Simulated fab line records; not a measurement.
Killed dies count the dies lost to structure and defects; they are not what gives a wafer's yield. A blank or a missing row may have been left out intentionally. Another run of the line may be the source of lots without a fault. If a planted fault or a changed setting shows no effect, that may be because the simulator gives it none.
fab line records -- flow nand-harc -- part 2 of 2: steps 5 to 6 of 6
record lots=21, wafers=63, last-day=33
route steps=1302 shown A_CHANNEL_FILL_D2@638 A_STAIRCASE@651
lots untouched by any fault: they come from a run of this same line in which no faults occurred
start-h: the number of hours between the record's first day and the start of the first shown wafer of the lot -- wait-h: time in hours since the lot's previous step -- " same as the row above -- L1.1+2: several wafers, shown together as one row -- - no value, or no start was given -- * or withheld: withheld -- < > ~ a bound
route shown NAME@n: names a module that has steps shown in the file, with the first one's number in the route -- usual: the fault-free wafers' mean and standard deviation -- same: alike in all rows -- chamber/n: place in a boat -- sites: the reading at each site -- _std_site: how widely they spread, as a standard deviation -- _edge_site: mean of outer sites minus mean of inner sites -- radius-mm: how far each site lies from the wafer's centre -- mask NAME#n: copy n -- behind: tool/chamber where the wafer was last shaped -- hold: reason for holding the lot/hours on hold/outcome of the hold -- device: whichever transistor did not switch (one of n, p or np) -- end of line: tests of these same wafers at the route's end -- a step given without rows: its recipe and nothing more -- killed: the dies lost at the first sort to structure and to defects; this is not the yield of the wafer -- map: per-die view of a wafer (x killed, . not killed, _ where there is no die)
set.NAME: the setting the step ran with; set.NAME@STEP: the setting that earlier step ran with -- model.NAME: the simulator's own value behind a step, which no gauge read
one table for each step of the route and one row for each wafer, over a sample of lots
services: a tool's chamber out of use, with start hour (start-h, from the record's first day; less than 0 if before it), hours out, and reason
## steps
# step NHARC_A_STAIRCASE_TRIM_187
# recipe time-s=211.2, o2-flow-sccm=500, ar-flow-sccm=0, bias-w=0, chemistry=O2
# usual drypump-motor-current-A=5.6/0.39, mfc-ar-sccm=0.016/0.012, oes-product-au=1.001/0.0092, rf-vpp-V=57.6/0.92, showerhead-plenum-p-Torr=3.48/0.15, throttle-valve-pct=17.036/0.0087
lot.wafer,tool,chamber,start-h,wait-h,drypump-motor-current-A,mfc-ar-sccm,oes-product-au,rf-hours-counter-h,rf-vpp-V,showerhead-plenum-p-Torr,throttle-valve-pct
L075.2,rie-diel-13,3,363.69,0.1,5.5,0.025,1.007,2,58.1,3.31,17.033
L075.3,rie-diel-13,2,363.69,0.1,5.4,0.022,1.010,2,56.1,3.37,17.038
L075.6,rie-diel-13,0,363.69,0.1,6.0,0.005,0.989,-,58.1,3.42,17.039
L074.3,rie-diel-13,3,366.83,0.1,5.4,0.025,1.004,3,57.8,3.31,17.030
L074.6,rie-diel-13,2,366.83,0.1,5.3,0.022,0.996,-,56.7,3.37,17.038
L074.5,rie-diel-13,3,366.83,0.1,5.4,0.025,1.007,-,57.8,3.31,17.046
L076.1,rie-diel-10,1,375.78,0.1,5.7,0.033,1.004,34,57.6,3.54,17.041
L076.4,rie-diel-10,3,375.78,0.1,5.5,0,1.024,39,57.7,3.35,17.040
L076.6,rie-diel-10,2,375.78,0.1,5.1,0.014,0.987,-,57.4,3.45,17.036
L077.3,rie-diel-13,1,381.95,0.1,5.9,0.016,0.995,6,57.6,3.60,17.053
L077.1,rie-diel-13,2,381.95,0.1,5.3,0.022,1.010,6,57.9,3.37,17.031
L077.6,rie-diel-13,0,381.95,0.1,6.1,0.005,1.003,-,59.2,3.42,17.036
L078.4,rie-diel-02,1,403.44,0.2,6.4,0.022,0.997,0,59.1,3.81,17.028
L078.3,rie-diel-02,2,403.44,0.2,5.4,0.008,1.009,0,54.6,3.53,17.041
L078.5,rie-diel-02,2,403.44,0.2,5.4,0.008,1.009,-,59.7,3.53,17.027
L079.3,rie-diel-13,0,423.12,0.1,6.1,0.005,1.008,17,56.9,3.41,17.050
L079.4,rie-diel-13,1,423.12,0.1,5.9,0.016,1.010,16,59.2,3.60,17.046
L079.6,rie-diel-13,3,423.12,0.1,5.4,0.025,1.003,-,56.8,3.30,17.027
L080.2,rie-diel-02,0,423.41,0.1,5.2,0,0.989,4,58.1,3.63,17.036
L080.3,rie-diel-02,1,423.41,0.1,6.4,0.022,0.989,5,58.0,3.81,17.035
L080.1,rie-diel-02,2,423.41,0.1,5.4,0.008,0.998,5,58.3,3.53,17.042
L081.2,rie-diel-10,0,431.38,0.1,5.7,0.005,0.993,0,58.9,3.38,17.030
L081.3,rie-diel-10,3,431.38,0.1,5.5,0,1.015,0,57.2,3.34,17.032
L081.6,rie-diel-10,1,431.38,0.1,5.7,0.033,0.993,-,58.4,3.53,17.037
L082.4,rie-diel-13,1,452.17,0.1,5.9,0.016,0.998,29,59.1,3.59,17.034
L082.3,rie-diel-13,2,452.17,0.1,5.3,0.022,1.008,29,57.7,3.36,17.033
L082.2,rie-diel-13,0,452.17,0.1,6.0,0.005,1.005,28,57.7,3.41,17.042
L083.3,rie-diel-10,3,458.70,0.1,5.5,0,1.004,12,56.1,3.34,17.041
L083.1,rie-diel-10,0,458.70,0.1,5.7,0.005,0.989,11,56.1,3.38,17.022
L083.2,rie-diel-10,1,458.70,0.1,5.7,0.033,1.007,9,57.3,3.53,17.040
L085.1,rie-diel-02,1,464.65,0.1,6.4,0.022,0.992,19,57.6,3.80,17.036
L085.3,rie-diel-02,2,464.65,0.1,5.4,0.008,1.002,19,58.3,3.52,17.035
L085.4,rie-diel-02,0,464.65,0.1,5.3,0,0.992,17,57.8,3.62,17.031
L084.1,rie-diel-13,2,464.98,0.1,5.3,0.022,1.024,32,57.6,3.36,17.035
L084.2,rie-diel-13,0,464.98,0.1,6.1,0.005,1.011,32,58.8,3.41,17.040
L084.5,rie-diel-13,2,464.98,0.1,5.3,0.022,1.017,-,56.2,3.36,17.021
L086.2,rie-diel-10,1,474.22,0.1,5.7,0.033,0.999,17,56.3,3.53,17.028
L086.3,rie-diel-10,0,474.22,0.1,5.7,0.005,0.992,19,58.1,3.37,17.032
L086.5,rie-diel-10,3,474.22,0.1,5.5,0,1.003,-,57.5,3.33,17.044
L087.2,rie-diel-13,1,475.19,0.2,5.9,0.016,1.010,36,57.2,3.59,17.029
L087.4,rie-diel-13,2,475.19,0.2,5.3,0.022,1.026,37,58.3,3.35,17.051
L087.5,rie-diel-13,1,475.19,0.2,5.9,0.016,1.010,-,57.2,3.59,17.048
L089.2,rie-diel-10,3,503.89,0.1,5.5,0,1.003,32,57.4,3.33,17.025
L089.6,rie-diel-10,2,503.89,0.1,5.2,0.014,0.989,-,57.5,3.44,17.039
L089.5,rie-diel-10,3,503.89,0.1,5.5,0,0.995,-,56.7,3.33,17.040
L088.2,rie-diel-02,1,504.29,0.3,6.4,0.022,1.002,33,60.0,3.79,17.039
L088.1,rie-diel-02,3,504.29,0.3,4.7,0.039,0.992,33,58.6,3.54,17.042
L088.6,rie-diel-02,3,504.29,0.3,4.7,0.039,0.996,-,57.7,3.54,17.030
L091.1,rie-diel-02,3,534.88,0.1,4.7,0.039,0.997,43,56.3,3.54,17.024
L091.6,rie-diel-02,0,534.88,0.1,5.2,0,0.995,-,59.0,3.61,17.044
L091.5,rie-diel-02,1,534.88,0.1,6.4,0.022,0.999,-,57.5,3.78,17.047
L092.2,rie-diel-02,0,549.28,0.1,5.3,0,1.010,46,58.2,3.61,17.037
L092.4,rie-diel-02,2,549.28,0.1,5.4,0.008,1.017,46,57.8,3.50,17.023
L092.3,rie-diel-02,3,549.28,0.1,4.7,0.039,0.997,52,57.5,3.53,17.037
L094.3,rie-diel-10,1,560.33,0.1,5.7,0.033,1.005,45,56.9,3.51,17.032
L094.2,rie-diel-10,2,560.33,0.1,5.2,0.014,0.994,37,59.4,3.42,17.045
L094.6,rie-diel-10,0,560.33,0.1,5.7,0.005,0.992,-,56.5,3.36,17.034
L095.1,rie-diel-10,0,575.86,0.2,5.7,0.005,1.005,53,56.8,3.36,17.046
L095.2,rie-diel-10,1,575.86,0.2,5.6,0.033,1.006,51,57.7,3.51,17.050
L095.4,rie-diel-10,3,575.86,0.2,5.6,0,0.998,57,58.3,3.31,17.030
L097.2,rie-diel-13,0,583.27,0.1,6.1,0.005,1.021,19,57.0,3.39,17.036
L097.1,rie-diel-13,2,583.27,0.1,5.3,0.022,0.990,18,56.4,3.34,17.026
L097.5,rie-diel-13,0,583.27,0.1,6.1,0.005,1.010,-,58.0,3.39,17.036
# step NHARC_A_STAIRCASE_ETCH_188
# recipe target-depth-a=1000, time-s=40.5, ion-energy-ev=400, c4f8-flow-sccm=20, o2-flow-sccm=10, ar-flow-sccm=withheld, rf-w=600, bias-w=1000, chemistry=C4F8/O2
# usual oes-product-au=0.939/0.014, rf-vpp-V=894/5.3
lot.wafer,tool,chamber,start-h,wait-h,oes-product-au,rf-hours-counter-h,rf-vpp-V
L075.3,rie-diel-13,1,-,-,0.944,3,897
L075.2,rie-diel-13,0,-,-,0.943,3,893
L075.6,rie-diel-13,1,-,-,0.949,-,900
L074.3,rie-diel-13,0,-,-,0.944,3,892
L074.6,rie-diel-13,3,-,-,0.938,-,889
L074.5,rie-diel-13,0,-,-,0.948,-,892
L076.1,rie-diel-10,3,-,-,0.949,39,890
L076.4,rie-diel-10,2,-,-,0.930,35,895
L076.6,rie-diel-10,0,-,-,0.925,-,892
L077.1,rie-diel-13,0,-,-,0.932,6,893
L077.3,rie-diel-13,2,-,-,0.934,6,892
L077.6,rie-diel-13,1,-,-,0.920,-,898
L078.4,rie-diel-02,3,-,-,0.943,0,897
L078.3,rie-diel-02,1,-,-,0.923,0,905
L078.5,rie-diel-02,3,-,-,0.934,-,897
L079.3,rie-diel-13,2,-,-,0.948,16,890
L079.4,rie-diel-13,3,-,-,0.940,17,888
L079.6,rie-diel-13,2,-,-,0.953,-,889
L080.2,rie-diel-02,0,-,-,0.941,4,900
L080.3,rie-diel-02,1,-,-,0.941,5,907
L080.1,rie-diel-02,2,-,-,0.943,5,896
L081.3,rie-diel-10,3,-,-,0.932,0,890
L081.2,rie-diel-10,0,-,-,0.923,1,891
L081.6,rie-diel-10,0,-,-,0.931,-,892
L082.2,rie-diel-13,2,-,-,0.929,29,890
L082.4,rie-diel-13,3,-,-,0.921,28,888
L082.3,rie-diel-13,1,-,-,0.919,29,898
L083.1,rie-diel-10,0,-,-,0.917,11,891
L083.3,rie-diel-10,1,-,-,0.925,9,895
L083.2,rie-diel-10,3,-,-,0.928,12,889
L085.1,rie-diel-02,0,-,-,0.957,17,899
L085.4,rie-diel-02,1,-,-,0.945,19,905
L085.3,rie-diel-02,3,-,-,0.952,19,897
L084.1,rie-diel-13,1,-,-,0.971,32,900
L084.2,rie-diel-13,2,-,-,0.972,32,890
L084.5,rie-diel-13,0,-,-,0.949,-,892
L086.3,rie-diel-10,0,-,-,0.924,19,891
L086.2,rie-diel-10,3,-,-,0.939,20,888
L086.5,rie-diel-10,0,-,-,0.917,-,889
L087.2,rie-diel-13,3,-,-,0.940,35,887
L087.4,rie-diel-13,0,-,-,0.963,35,891
L087.5,rie-diel-13,1,-,-,0.944,-,898
L089.2,rie-diel-10,3,-,-,0.917,32,888
L089.5,rie-diel-10,0,-,-,0.912,-,890
L089.6,rie-diel-10,1,-,-,0.923,-,897
L088.2,rie-diel-02,2,-,-,0.939,26,896
L088.1,rie-diel-02,3,-,-,0.923,33,897
L088.6,rie-diel-02,2,-,-,0.948,-,896
L091.1,rie-diel-02,1,-,-,0.949,45,904
L091.5,rie-diel-02,2,-,-,0.970,-,895
L091.6,rie-diel-02,3,-,-,0.951,-,898
L092.3,rie-diel-02,0,-,-,0.944,47,900
L092.4,rie-diel-02,2,-,-,0.968,46,896
L092.2,rie-diel-02,3,-,-,0.964,52,895
L094.3,rie-diel-10,2,-,-,0.941,37,891
L094.2,rie-diel-10,0,-,-,0.917,48,891
L094.6,rie-diel-10,2,-,-,0.946,-,892
L095.2,rie-diel-10,2,-,-,0.922,43,892
L095.1,rie-diel-10,3,-,-,0.922,57,889
L095.4,rie-diel-10,0,-,-,0.921,53,890
L097.2,rie-diel-13,0,-,-,0.947,19,892
L097.1,rie-diel-13,1,-,-,0.930,18,897
L097.5,rie-diel-13,1,-,-,0.932,-,896
## services
tool,chamber,start-h,hours,kind
rie-diel-10,1,335.38,6.3,repair
rie-diel-13,3,339.40,1.3,repair
rie-diel-13,-,344.23,9.0,pm
rie-diel-13,0,344.23,9.0,vent-cycle
rie-diel-13,1,344.23,9.0,vent-cycle
rie-diel-13,2,344.23,9.0,vent-cycle
rie-diel-13,3,344.23,9.0,vent-cycle
rie-diel-13,0,353.23,-,clean
rie-diel-13,1,353.23,-,clean
rie-diel-13,1,353.23,-,consumable-replace:focus-ring
rie-diel-13,2,353.23,-,clean
rie-diel-13,2,353.23,-,consumable-replace:focus-ring
rie-diel-13,3,353.23,-,clean
rie-diel-02,2,360.98,4.4,repair
rie-diel-13,-,375.05,0.7,repair
rie-diel-02,-,393.83,9.0,pm
rie-diel-10,-,420.03,9.0,pm
rie-diel-02,2,432.93,5.3,repair
rie-diel-10,2,441.16,33.4,repair
rie-diel-02,2,477.98,4.5,repair
rie-diel-02,2,488.79,12.6,repair
rie-diel-02,0,499.98,5.0,repair
rie-diel-13,-,521.23,9.0,pm
rie-diel-02,-,570.85,9.0,pm
